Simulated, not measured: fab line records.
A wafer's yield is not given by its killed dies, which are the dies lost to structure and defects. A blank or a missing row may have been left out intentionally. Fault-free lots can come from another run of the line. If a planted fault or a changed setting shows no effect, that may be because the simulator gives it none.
Chamber matching || flow nand-harc || NHARC_P_M0_DEP_32 on pecvd-04: 3 sister chambers
The step deposits SiCN, target thk 30 nm. 6 wafers are shown with their chamber, then 7 later ones without.

== EACH WAFER AND ITS CHAMBER ==
{"wafer": "L084.6", "chamber": 1, "heater-power-w (W)": 552}
{"wafer": "L090.1", "chamber": 0, "heater-power-w (W)": 538}
{"wafer": "L090.5", "chamber": 1, "heater-power-w (W)": 562}
{"wafer": "L090.6", "chamber": 0, "heater-power-w (W)": 533}
{"wafer": "L091.2", "chamber": 2, "heater-power-w (W)": 642}
{"wafer": "L091.5", "chamber": 2, "heater-power-w (W)": 644}

== WAFERS WITH NO CHAMBER GIVEN ==
{"wafer": "L091.6", "heater-power-w (W)": 500}
{"wafer": "L097.1", "heater-power-w (W)": 480}
{"wafer": "L097.2", "heater-power-w (W)": 659}
{"wafer": "L097.4", "heater-power-w (W)": 658}
{"wafer": "L096.2", "heater-power-w (W)": 533}
{"wafer": "L096.3", "heater-power-w (W)": 648}
{"wafer": "L096.6", "heater-power-w (W)": 524}

== CHAMBER TAKEN BY EACH ==
{"wafer": "L091.6", "from the rows above": 0, "in truth": 0}
{"wafer": "L097.1", "from the rows above": 0, "in truth": 0}
{"wafer": "L097.2", "from the rows above": 2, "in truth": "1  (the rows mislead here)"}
{"wafer": "L097.4", "from the rows above": 2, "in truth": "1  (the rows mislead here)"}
{"wafer": "L096.2", "from the rows above": 0, "in truth": 0}
{"wafer": "L096.3", "from the rows above": 2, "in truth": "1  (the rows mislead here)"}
{"wafer": "L096.6", "from the rows above": 0, "in truth": 0}
4 of 7 placed correctly. Left unplaced by these rows: 0. Placed wrongly: 3.
How it was worked out, from the rows above alone: a wafer's distance from a chamber is the root of the sum, over the readings, of the square of ((its reading less the chamber's mean) divided by the reading's scatter). The wafer belongs to the nearest chamber; if the next one is less than 2 further off, it can't be placed. For every chamber, the mean is computed from those of its wafers that are shown. The scatter: take each reading less its chamber's mean, square it, sum over the shown wafers, divide by the number of wafers less the number of chambers, and take the root.
